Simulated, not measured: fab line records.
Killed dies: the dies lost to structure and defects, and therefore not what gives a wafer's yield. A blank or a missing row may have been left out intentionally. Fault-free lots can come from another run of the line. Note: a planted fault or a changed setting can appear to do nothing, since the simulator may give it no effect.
Which tool was responsible? / flow n5 finfet / 24 lots, 72 wafers sampled, at 5 steps of a route of 1938

## WHAT THE GAUGES READ, wafer by wafer
N5_FIN_SAQP_CD_MEAS_37: target cd 8 nm.
lot=L074; measured=day 2 03:10; on=cd sem-01; cd nm (nm)=7.91 8.82 7.93
lot=L075; measured=day 2 08:20; on=cd sem-01; cd nm (nm)=8.17 8.21 8.33
lot=L076; measured=day 2 14:02; on=cd sem-02; cd nm (nm)=7.90 7.93 8.26
lot=L077; measured=day 2 19:44; on=cd sem-01; cd nm (nm)=7.88 8.04 7.96
lot=L078; measured=day 3 01:42; on=cd sem-01; cd nm (nm)=8.15 7.95 7.97
lot=L079; measured=day 3 09:27; on=cd sem-03; cd nm (nm)=8.30 8.26 8.08
lot=L080; measured=day 3 15:16; on=cd sem-02; cd nm (nm)=8.28 8.44 8.48
lot=L081; measured=day 3 21:02; on=cd sem-03; cd nm (nm)=8.47 7.82 8.07
lot=L082; measured=day 4 01:45; on=cd sem-01; cd nm (nm)=8.05 8.52 8.40
lot=L083; measured=day 4 07:30; on=cd sem-01; cd nm (nm)=8.22 7.90 7.69
lot=L084; measured=day 4 15:46; on=cd sem-03; cd nm (nm)=8.31 8.48 8.26
lot=L085; measured=day 4 21:00; on=cd sem-03; cd nm (nm)=7.72 7.77 7.88
lot=L086; measured=day 5 05:25; on=cd sem-01; cd nm (nm)=8.55 8.21 8.50
lot=L087; measured=day 5 10:31; on=cd sem-02; cd nm (nm)=7.81 8.33 8.19
lot=L088; measured=day 5 14:07; on=cd sem-01; cd nm (nm)=8.21 8.23 8.03
lot=L089; measured=day 5 20:16; on=cd sem-01; cd nm (nm)=7.67 8.14 7.98
lot=L090; measured=day 6 02:33; on=cd sem-01; cd nm (nm)=8.03 7.90 7.60
lot=L091; measured=day 6 08:51; on=cd sem-03; cd nm (nm)=7.99 7.96 7.83
lot=L092; measured=day 6 13:45; on=cd sem-01; cd nm (nm)=8.07 8.12 7.97
lot=L093; measured=day 6 20:17; on=cd sem-02; cd nm (nm)=8.00 8.12 8.28
lot=L094; measured=day 7 02:22; on=cd sem-01; cd nm (nm)=8.62 8.15 8.48
lot=L095; measured=day 7 10:11; on=cd sem-01; cd nm (nm)=8.38 8.20 7.83
lot=L096; measured=day 7 15:52; on=cd sem-03; cd nm (nm)=8.14 8.24 8.44
lot=L097; measured=day 7 22:33; on=cd sem-01; cd nm (nm)=8.36 7.86 7.98

## WHICH TOOL RAN EACH LOT (tool, then ch and the chambers of the sampled wafers, then the start)
lot=L074; N5_WELL_APT_DESCUM_13=rie diel-06 ch 1,2,3, day 1 13:54; N5_FIN_SAQP_MANDREL2_REMOVE_60=rie si-05 ch 0,2,3, day 2 02:35; N5_FIN_SAQP_HM_CD_35=cd sem-02, day 2 02:58; N5_FIN_SAQP_FIN_ETCH_36=rie si-04 ch 0,1,3, day 2 03:02
lot=L075; N5_WELL_APT_DESCUM_13=rie diel-02 ch 0,3, day 1 19:58; N5_FIN_SAQP_MANDREL2_REMOVE_60=rie si-05 ch 0,1,3, day 2 07:47; N5_FIN_SAQP_HM_CD_35=cd sem-01, day 2 08:10; N5_FIN_SAQP_FIN_ETCH_36=rie si-01 ch 1,2, day 2 08:13
lot=L076; N5_WELL_APT_DESCUM_13=rie diel-01 ch 0,1,3, day 2 01:47; N5_FIN_SAQP_MANDREL2_REMOVE_60=rie si-05 ch 2,3, day 2 13:24; N5_FIN_SAQP_HM_CD_35=cd sem-02, day 2 13:51; N5_FIN_SAQP_FIN_ETCH_36=rie si-01 ch 1,2,3, day 2 13:55
lot=L077; N5_WELL_APT_DESCUM_13=rie diel-01 ch 0,2, day 2 07:47; N5_FIN_SAQP_MANDREL2_REMOVE_60=rie si-04 ch 0,3, day 2 19:04; N5_FIN_SAQP_HM_CD_35=cd sem-02, day 2 19:32; N5_FIN_SAQP_FIN_ETCH_36=rie si-01 ch 0,1,3, day 2 19:36
lot=L078; N5_WELL_APT_DESCUM_13=rie diel-01 ch 0,1,2, day 2 13:49; N5_FIN_SAQP_MANDREL2_REMOVE_60=rie si-04 ch 1,3, day 3 01:03; N5_FIN_SAQP_HM_CD_35=cd sem-03, day 3 01:31; N5_FIN_SAQP_FIN_ETCH_36=rie si-01 ch 0,2,3, day 3 01:35
lot=L079; N5_WELL_APT_DESCUM_13=rie diel-01 ch 1,3, day 2 20:19; N5_FIN_SAQP_MANDREL2_REMOVE_60=rie si-05 ch 2,3, day 3 08:47; N5_FIN_SAQP_HM_CD_35=cd sem-01, day 3 09:16; N5_FIN_SAQP_FIN_ETCH_36=rie si-04 ch 0,2, day 3 09:19
lot=L080; N5_WELL_APT_DESCUM_13=rie diel-02 ch 0,1,2, day 3 01:41; N5_FIN_SAQP_MANDREL2_REMOVE_60=rie si-05 ch 1,3, day 3 14:42; N5_FIN_SAQP_HM_CD_35=cd sem-01, day 3 15:04; N5_FIN_SAQP_FIN_ETCH_36=rie si-04 ch 0,3, day 3 15:08
lot=L081; N5_WELL_APT_DESCUM_13=rie diel-06 ch 1,2,3, day 3 08:06; N5_FIN_SAQP_MANDREL2_REMOVE_60=rie si-01 ch 0,2, day 3 20:29; N5_FIN_SAQP_HM_CD_35=cd sem-01, day 3 20:51; N5_FIN_SAQP_FIN_ETCH_36=rie si-05 ch 1,2, day 3 20:55
lot=L082; N5_WELL_APT_DESCUM_13=rie diel-02 ch 0,2,3, day 3 13:38; N5_FIN_SAQP_MANDREL2_REMOVE_60=rie si-04 ch 1,2,3, day 4 01:11; N5_FIN_SAQP_HM_CD_35=cd sem-02, day 4 01:34; N5_FIN_SAQP_FIN_ETCH_36=rie si-05 ch 2,3, day 4 01:38
lot=L083; N5_WELL_APT_DESCUM_13=rie diel-02 ch 0,2,3, day 3 19:44; N5_FIN_SAQP_MANDREL2_REMOVE_60=rie si-01 ch 0,2, day 4 06:56; N5_FIN_SAQP_HM_CD_35=cd sem-02, day 4 07:19; N5_FIN_SAQP_FIN_ETCH_36=rie si-04 ch 0,3, day 4 07:22
lot=L084; N5_WELL_APT_DESCUM_13=rie diel-01 ch 2,3, day 4 02:32; N5_FIN_SAQP_MANDREL2_REMOVE_60=rie si-05 ch 0,1, day 4 15:04; N5_FIN_SAQP_HM_CD_35=cd sem-01, day 4 15:35; N5_FIN_SAQP_FIN_ETCH_36=rie si-01 ch 0,1,3, day 4 15:39
lot=L085; N5_WELL_APT_DESCUM_13=rie diel-02 ch 0,3, day 4 07:40; N5_FIN_SAQP_MANDREL2_REMOVE_60=rie si-04 ch 2,3, day 4 20:13; N5_FIN_SAQP_HM_CD_35=cd sem-03, day 4 20:49; N5_FIN_SAQP_FIN_ETCH_36=rie si-05 ch 0,1, day 4 20:53
lot=L086; N5_WELL_APT_DESCUM_13=rie diel-02 ch 0,1,2, day 4 13:47; N5_FIN_SAQP_MANDREL2_REMOVE_60=rie si-05 ch 1,2, day 5 04:50; N5_FIN_SAQP_HM_CD_35=cd sem-02, day 5 05:14; N5_FIN_SAQP_FIN_ETCH_36=rie si-01 ch 0,3, day 5 05:18
lot=L087; N5_WELL_APT_DESCUM_13=rie diel-06 ch 0,1,3, day 4 19:46; N5_FIN_SAQP_MANDREL2_REMOVE_60=rie si-05 ch 1,2,3, day 5 09:53; N5_FIN_SAQP_HM_CD_35=cd sem-02, day 5 10:19; N5_FIN_SAQP_FIN_ETCH_36=rie si-01 ch 0,1,2, day 5 10:23
lot=L088; N5_WELL_APT_DESCUM_13=rie diel-02 ch 0,1,2, day 5 01:47; N5_FIN_SAQP_MANDREL2_REMOVE_60=rie si-05 ch 0,2,3, day 5 13:34; N5_FIN_SAQP_HM_CD_35=cd sem-01, day 5 13:56; N5_FIN_SAQP_FIN_ETCH_36=rie si-01 ch 0,2,3, day 5 14:00
lot=L089; N5_WELL_APT_DESCUM_13=rie diel-01 ch 1,2,3, day 5 07:46; N5_FIN_SAQP_MANDREL2_REMOVE_60=rie si-01 ch 1,3, day 5 19:42; N5_FIN_SAQP_HM_CD_35=cd sem-02, day 5 20:05; N5_FIN_SAQP_FIN_ETCH_36=rie si-05 ch 0,2, day 5 20:09
lot=L090; N5_WELL_APT_DESCUM_13=rie diel-06 ch 1,3, day 5 13:49; N5_FIN_SAQP_MANDREL2_REMOVE_60=rie si-01 ch 0,1,3, day 6 01:59; N5_FIN_SAQP_HM_CD_35=cd sem-01, day 6 02:22; N5_FIN_SAQP_FIN_ETCH_36=rie si-05 ch 1,2, day 6 02:25
lot=L091; N5_WELL_APT_DESCUM_13=rie diel-01 ch 2,3, day 5 19:47; N5_FIN_SAQP_MANDREL2_REMOVE_60=rie si-04 ch 2,3, day 6 08:14; N5_FIN_SAQP_HM_CD_35=cd sem-03, day 6 08:40; N5_FIN_SAQP_FIN_ETCH_36=rie si-01 ch 2,3, day 6 08:43
lot=L092; N5_WELL_APT_DESCUM_13=rie diel-01 ch 2,3, day 6 02:08; N5_FIN_SAQP_MANDREL2_REMOVE_60=rie si-04 ch 2,3, day 6 13:10; N5_FIN_SAQP_HM_CD_35=cd sem-01, day 6 13:34; N5_FIN_SAQP_FIN_ETCH_36=rie si-05 ch 0,1,3, day 6 13:37
lot=L093; N5_WELL_APT_DESCUM_13=rie diel-01 ch 0,2,3, day 6 08:10; N5_FIN_SAQP_MANDREL2_REMOVE_60=rie si-01 ch 0,1,2, day 6 19:43; N5_FIN_SAQP_HM_CD_35=cd sem-03, day 6 20:07; N5_FIN_SAQP_FIN_ETCH_36=rie si-05 ch 0,1,3, day 6 20:10
lot=L094; N5_WELL_APT_DESCUM_13=rie diel-02 ch 0,3, day 6 13:49; N5_FIN_SAQP_MANDREL2_REMOVE_60=rie si-05 ch 2,3, day 7 01:45; N5_FIN_SAQP_HM_CD_35=cd sem-01, day 7 02:11; N5_FIN_SAQP_FIN_ETCH_36=rie si-04 ch 0,2,3, day 7 02:15
lot=L095; N5_WELL_APT_DESCUM_13=rie diel-01 ch 0,3, day 6 20:04; N5_FIN_SAQP_MANDREL2_REMOVE_60=rie si-05 ch 2,3, day 7 09:29; N5_FIN_SAQP_HM_CD_35=cd sem-03, day 7 09:59; N5_FIN_SAQP_FIN_ETCH_36=rie si-01 ch 0,2,3, day 7 10:04
lot=L096; N5_WELL_APT_DESCUM_13=rie diel-06 ch 0,3, day 7 01:54; N5_FIN_SAQP_MANDREL2_REMOVE_60=rie si-05 ch 0,1,3, day 7 15:15; N5_FIN_SAQP_HM_CD_35=cd sem-03, day 7 15:40; N5_FIN_SAQP_FIN_ETCH_36=rie si-04 ch 0,2, day 7 15:44
lot=L097; N5_WELL_APT_DESCUM_13=rie diel-01 ch 0,1,2, day 7 08:20; N5_FIN_SAQP_MANDREL2_REMOVE_60=rie si-04 ch 0,1,2, day 7 21:59; N5_FIN_SAQP_HM_CD_35=cd sem-01, day 7 22:22; N5_FIN_SAQP_FIN_ETCH_36=rie si-01 ch 1,3, day 7 22:25
- N5_WELL_APT_DESCUM_13: chemistry O2, time 7.9 s.
- N5_FIN_SAQP_MANDREL2_REMOVE_60: chemistry HBr/Cl2/O2, target a-Si, stops on SiNx, bt time 10 s.
- N5_FIN_SAQP_HM_CD_35: target cd 8 nm.
- N5_FIN_SAQP_FIN_ETCH_36: etches the open film in HBr/Cl2/O2, target depth 120 nm, time 50.4 s.

## AS READ BY THE TOOLS THEMSELVES (means over the sampled wafers that have a number; for cases with no such wafer, the mark the record gives instead)
N5_WELL_APT_DESCUM_13.
lot=L074; tool=rie diel-06; drypump motor current A (A)=5.4; o2 flow sccm (sccm)=224.9; oes product au (a.u.)=0.75; rf vpp V (V)=243.6; showerhead plenum p Torr (Torr)=2.08; throttle valve pct (%)=20.36
lot=L075; tool=rie diel-02; drypump motor current A (A)=5.8; o2 flow sccm (sccm)=224.7; oes product au (a.u.)=0.81; rf vpp V (V)=242.9; showerhead plenum p Torr (Torr)=2.08; throttle valve pct (%)=20.43
lot=L076; tool=rie diel-01; drypump motor current A (A)=5.7; o2 flow sccm (sccm)=224.6; oes product au (a.u.)=0.80; rf vpp V (V)=243.6; showerhead plenum p Torr (Torr)=2.12; throttle valve pct (%)=20.53
lot=L077; tool=rie diel-01; drypump motor current A (A)=5.7; o2 flow sccm (sccm)=225.7; oes product au (a.u.)=0.88; rf vpp V (V)=244.3; showerhead plenum p Torr (Torr)=2.13; throttle valve pct (%)=20.49
lot=L078; tool=rie diel-01; drypump motor current A (A)=5.7; o2 flow sccm (sccm)=224.8; oes product au (a.u.)=0.83; rf vpp V (V)=244.0; showerhead plenum p Torr (Torr)=2.13; throttle valve pct (%)=20.55
lot=L079; tool=rie diel-01; drypump motor current A (A)=5.7; o2 flow sccm (sccm)=224.2; oes product au (a.u.)=0.74; rf vpp V (V)=242.9; showerhead plenum p Torr (Torr)=2.10; throttle valve pct (%)=20.56
lot=L080; tool=rie diel-02; drypump motor current A (A)=5.5; o2 flow sccm (sccm)=225.4; oes product au (a.u.)=0.80; rf vpp V (V)=242.2; showerhead plenum p Torr (Torr)=2.05; throttle valve pct (%)=20.51
lot=L081; tool=rie diel-06; drypump motor current A (A)=5.4; o2 flow sccm (sccm)=224.8; oes product au (a.u.)=0.74; rf vpp V (V)=242.6; showerhead plenum p Torr (Torr)=2.07; throttle valve pct (%)=20.38
lot=L082; tool=rie diel-02; drypump motor current A (A)=5.5; o2 flow sccm (sccm)=225.0; oes product au (a.u.)=0.77; rf vpp V (V)=242.6; showerhead plenum p Torr (Torr)=2.07; throttle valve pct (%)=20.67
lot=L083; tool=rie diel-02; drypump motor current A (A)=5.5; o2 flow sccm (sccm)=225.5; oes product au (a.u.)=0.77; rf vpp V (V)=242.3; showerhead plenum p Torr (Torr)=2.07; throttle valve pct (%)=20.67
lot=L084; tool=rie diel-01; drypump motor current A (A)=5.7; o2 flow sccm (sccm)=225.5; oes product au (a.u.)=0.80; rf vpp V (V)=242.8; showerhead plenum p Torr (Torr)=2.10; throttle valve pct (%)=20.54
lot=L085; tool=rie diel-02; drypump motor current A (A)=5.5; o2 flow sccm (sccm)=224.7; oes product au (a.u.)=0.78; rf vpp V (V)=243.6; showerhead plenum p Torr (Torr)=2.14; throttle valve pct (%)=20.71
lot=L086; tool=rie diel-02; drypump motor current A (A)=5.5; o2 flow sccm (sccm)=224.5; oes product au (a.u.)=0.77; rf vpp V (V)=242.4; showerhead plenum p Torr (Torr)=2.04; throttle valve pct (%)=20.53
lot=L087; tool=rie diel-06; drypump motor current A (A)=5.4; o2 flow sccm (sccm)=224.9; oes product au (a.u.)=0.74; rf vpp V (V)=243.7; showerhead plenum p Torr (Torr)=2.08; throttle valve pct (%)=20.58
lot=L088; tool=rie diel-02; drypump motor current A (A)=5.5; o2 flow sccm (sccm)=224.7; oes product au (a.u.)=0.77; rf vpp V (V)=242.9; showerhead plenum p Torr (Torr)=2.04; throttle valve pct (%)=20.53
lot=L089; tool=rie diel-01; drypump motor current A (A)=5.7; o2 flow sccm (sccm)=224.6; oes product au (a.u.)=0.86; rf vpp V (V)=243.4; showerhead plenum p Torr (Torr)=2.11; throttle valve pct (%)=20.44
lot=L090; tool=rie diel-06; drypump motor current A (A)=5.4; o2 flow sccm (sccm)=225.6; oes product au (a.u.)=0.72; rf vpp V (V)=242.6; showerhead plenum p Torr (Torr)=2.03; throttle valve pct (%)=20.42
lot=L091; tool=rie diel-01; drypump motor current A (A)=5.7; o2 flow sccm (sccm)=225.1; oes product au (a.u.)=0.78; rf vpp V (V)=243.0; showerhead plenum p Torr (Torr)=2.09; throttle valve pct (%)=20.56
lot=L092; tool=rie diel-01; drypump motor current A (A)=5.7; o2 flow sccm (sccm)=224.4; oes product au (a.u.)=0.80; rf vpp V (V)=242.3; showerhead plenum p Torr (Torr)=2.11; throttle valve pct (%)=20.57
lot=L093; tool=rie diel-01; drypump motor current A (A)=5.7; o2 flow sccm (sccm)=224.7; oes product au (a.u.)=0.82; rf vpp V (V)=243.5; showerhead plenum p Torr (Torr)=2.11; throttle valve pct (%)=20.54
lot=L094; tool=rie diel-02; drypump motor current A (A)=5.8; o2 flow sccm (sccm)=225.2; oes product au (a.u.)=0.78; rf vpp V (V)=242.7; showerhead plenum p Torr (Torr)=2.07; throttle valve pct (%)=20.48
lot=L095; tool=rie diel-01; drypump motor current A (A)=5.7; o2 flow sccm (sccm)=225.6; oes product au (a.u.)=0.79; rf vpp V (V)=242.9; showerhead plenum p Torr (Torr)=2.09; throttle valve pct (%)=20.55
lot=L096; tool=rie diel-06; drypump motor current A (A)=5.7; o2 flow sccm (sccm)=225.9; oes product au (a.u.)=0.75; rf vpp V (V)=242.4; showerhead plenum p Torr (Torr)=2.06; throttle valve pct (%)=20.62
lot=L097; tool=rie diel-01; drypump motor current A (A)=5.7; o2 flow sccm (sccm)=223.8; oes product au (a.u.)=0.86; rf vpp V (V)=243.8; showerhead plenum p Torr (Torr)=2.12; throttle valve pct (%)=20.45

N5_FIN_SAQP_MANDREL2_REMOVE_60.
lot=L074; tool=rie si-05; drypump motor current A (A)=5.7; oes product au (a.u.)=0.993; throttle valve pct (%)=36.7
lot=L075; tool=rie si-05; drypump motor current A (A)=6.1; oes product au (a.u.)=0.992; throttle valve pct (%)=36.3
lot=L076; tool=rie si-05; drypump motor current A (A)=5.4; oes product au (a.u.)=0.988; throttle valve pct (%)=36.9
lot=L077; tool=rie si-04; drypump motor current A (A)=5.2; oes product au (a.u.)=0.998; throttle valve pct (%)=36.7
lot=L078; tool=rie si-04; drypump motor current A (A)=5.6; oes product au (a.u.)=0.999; throttle valve pct (%)=36.9
lot=L079; tool=rie si-05; drypump motor current A (A)=5.4; oes product au (a.u.)=0.990; throttle valve pct (%)=36.9
lot=L080; tool=rie si-05; drypump motor current A (A)=5.9; oes product au (a.u.)=0.982; throttle valve pct (%)=36.5
lot=L081; tool=rie si-01; drypump motor current A (A)=5.7; oes product au (a.u.)=0.984; throttle valve pct (%)=36.5
lot=L082; tool=rie si-04; drypump motor current A (A)=5.4; oes product au (a.u.)=1.005; throttle valve pct (%)=36.8
lot=L083; tool=rie si-01; drypump motor current A (A)=5.7; oes product au (a.u.)=0.988; throttle valve pct (%)=36.5
lot=L084; tool=rie si-05; drypump motor current A (A)=6.3; oes product au (a.u.)=1.000; throttle valve pct (%)=36.0
lot=L085; tool=rie si-04; drypump motor current A (A)=5.1; oes product au (a.u.)=1.009; throttle valve pct (%)=36.6
lot=L086; tool=rie si-05; drypump motor current A (A)=6.0; oes product au (a.u.)=0.999; throttle valve pct (%)=36.3
lot=L087; tool=rie si-05; drypump motor current A (A)=5.7; oes product au (a.u.)=0.994; throttle valve pct (%)=36.5
lot=L088; tool=rie si-05; drypump motor current A (A)=5.7; oes product au (a.u.)=0.998; throttle valve pct (%)=36.6
lot=L089; tool=rie si-01; drypump motor current A (A)=5.7; oes product au (a.u.)=1.026; throttle valve pct (%)=37.0
lot=L090; tool=rie si-01; drypump motor current A (A)=5.8; oes product au (a.u.)=1.010; throttle valve pct (%)=36.8
lot=L091; tool=rie si-04; drypump motor current A (A)=5.2; oes product au (a.u.)=0.999; throttle valve pct (%)=36.7
lot=L092; tool=rie si-04; drypump motor current A (A)=5.2; oes product au (a.u.)=1.001; throttle valve pct (%)=36.7
lot=L093; tool=rie si-01; drypump motor current A (A)=5.7; oes product au (a.u.)=0.997; throttle valve pct (%)=36.7
lot=L094; tool=rie si-05; drypump motor current A (A)=5.4; oes product au (a.u.)=0.992; throttle valve pct (%)=36.9
lot=L095; tool=rie si-05; drypump motor current A (A)=5.5; oes product au (a.u.)=0.995; throttle valve pct (%)=36.7
lot=L096; tool=rie si-05; drypump motor current A (A)=6.1; oes product au (a.u.)=0.998; throttle valve pct (%)=36.3
lot=L097; tool=rie si-04; drypump motor current A (A)=5.2; oes product au (a.u.)=1.013; throttle valve pct (%)=36.7

N5_FIN_SAQP_HM_CD_35.
lot=L074; tool=cd sem-02; cd nm (nm)=8.16
lot=L075; tool=cd sem-01; cd nm (nm)=8.17
lot=L076; tool=cd sem-02; cd nm (nm)=8.14
lot=L077; tool=cd sem-02; cd nm (nm)=7.84
lot=L078; tool=cd sem-03; cd nm (nm)=8.18
lot=L079; tool=cd sem-01; cd nm (nm)=7.96
lot=L080; tool=cd sem-01; cd nm (nm)=7.98
lot=L081; tool=cd sem-01; cd nm (nm)=8.08
lot=L082; tool=cd sem-02; cd nm (nm)=8.30
lot=L083; tool=cd sem-02; cd nm (nm)=7.75
lot=L084; tool=cd sem-01; cd nm (nm)=8.46
lot=L085; tool=cd sem-03; cd nm (nm)=8.13
lot=L086; tool=cd sem-02; cd nm (nm)=8.21
lot=L087; tool=cd sem-02; cd nm (nm)=8.23
lot=L088; tool=cd sem-01; cd nm (nm)=8.05
lot=L089; tool=cd sem-02; cd nm (nm)=8.13
lot=L090; tool=cd sem-01; cd nm (nm)=7.97
lot=L091; tool=cd sem-03; cd nm (nm)=8.17
lot=L092; tool=cd sem-01; cd nm (nm)=8.25
lot=L093; tool=cd sem-03; cd nm (nm)=7.88
lot=L094; tool=cd sem-01; cd nm (nm)=7.99
lot=L095; tool=cd sem-03; cd nm (nm)=7.89
lot=L096; tool=cd sem-03; cd nm (nm)=8.18
lot=L097; tool=cd sem-01; cd nm (nm)=8.09

N5_FIN_SAQP_FIN_ETCH_36.
lot=L074; tool=rie si-04; drypump motor current A (A)=5.3; oes product au (a.u.)=1.008; throttle valve pct (%)=36.1
lot=L075; tool=rie si-01; drypump motor current A (A)=5.5; oes product au (a.u.)=1.013; throttle valve pct (%)=36.3
lot=L076; tool=rie si-01; drypump motor current A (A)=5.6; oes product au (a.u.)=1.020; throttle valve pct (%)=36.3
lot=L077; tool=rie si-01; drypump motor current A (A)=5.8; oes product au (a.u.)=1.001; throttle valve pct (%)=36.1
lot=L078; tool=rie si-01; drypump motor current A (A)=5.8; oes product au (a.u.)=1.005; throttle valve pct (%)=36.0
lot=L079; tool=rie si-04; drypump motor current A (A)=4.9; oes product au (a.u.)=1.008; throttle valve pct (%)=35.7
lot=L080; tool=rie si-04; drypump motor current A (A)=4.9; oes product au (a.u.)=1.006; throttle valve pct (%)=35.9
lot=L081; tool=rie si-05; drypump motor current A (A)=6.0; oes product au (a.u.)=0.982; throttle valve pct (%)=35.6
lot=L082; tool=rie si-05; drypump motor current A (A)=5.4; oes product au (a.u.)=0.984; throttle valve pct (%)=36.3
lot=L083; tool=rie si-04; drypump motor current A (A)=4.9; oes product au (a.u.)=1.005; throttle valve pct (%)=35.8
lot=L084; tool=rie si-01; drypump motor current A (A)=5.8; oes product au (a.u.)=1.006; throttle valve pct (%)=36.1
lot=L085; tool=rie si-05; drypump motor current A (A)=6.3; oes product au (a.u.)=0.987; throttle valve pct (%)=35.3
lot=L086; tool=rie si-01; drypump motor current A (A)=6.0; oes product au (a.u.)=1.002; throttle valve pct (%)=36.1
lot=L087; tool=rie si-01; drypump motor current A (A)=5.7; oes product au (a.u.)=0.980; throttle valve pct (%)=36.1
lot=L088; tool=rie si-01; drypump motor current A (A)=5.8; oes product au (a.u.)=0.991; throttle valve pct (%)=36.0
lot=L089; tool=rie si-05; drypump motor current A (A)=5.6; oes product au (a.u.)=0.995; throttle valve pct (%)=36.1
lot=L090; tool=rie si-05; drypump motor current A (A)=6.0; oes product au (a.u.)=0.989; throttle valve pct (%)=35.6
lot=L091; tool=rie si-01; drypump motor current A (A)=5.7; oes product au (a.u.)=1.007; throttle valve pct (%)=36.2
lot=L092; tool=rie si-05; drypump motor current A (A)=6.1; oes product au (a.u.)=0.992; throttle valve pct (%)=35.6
lot=L093; tool=rie si-05; drypump motor current A (A)=6.1; oes product au (a.u.)=0.984; throttle valve pct (%)=35.6
lot=L094; tool=rie si-04; drypump motor current A (A)=5.0; oes product au (a.u.)=1.004; throttle valve pct (%)=35.9
lot=L095; tool=rie si-01; drypump motor current A (A)=5.8; oes product au (a.u.)=0.997; throttle valve pct (%)=36.0
lot=L096; tool=rie si-04; drypump motor current A (A)=4.9; oes product au (a.u.)=1.014; throttle valve pct (%)=35.7
lot=L097; tool=rie si-01; drypump motor current A (A)=5.7; oes product au (a.u.)=1.016; throttle valve pct (%)=36.4

## THE ANSWER, worked out from the rows above alone
Rule: the usual values come from the lots themselves. Put in order of their means at a reading, lots are off if they are a third of the lots or fewer, leave a main group of 4 or more, and stand apart from it by a gap of 3 or more times the standard deviation of the main group's means; of several such gaps the widest counts. A main group whose means are all the same, to the digits that the tables above print for the reading, isn't used. A lot without any number at a reading at which 4 lots or more have one is off too. Where the step has rows for the other lots, those lots are counted as sound. First the gauges in route order, then the tools' own readings, where a lot's mean is used as printed above. At the first step where some lot is off, the reading lying furthest off is the one used; lots without a number count as furthest.
Nothing can be told from this: no lot is off at any reading shown.

## WHAT HAD BEEN PUT IN BY THE SIMULATOR
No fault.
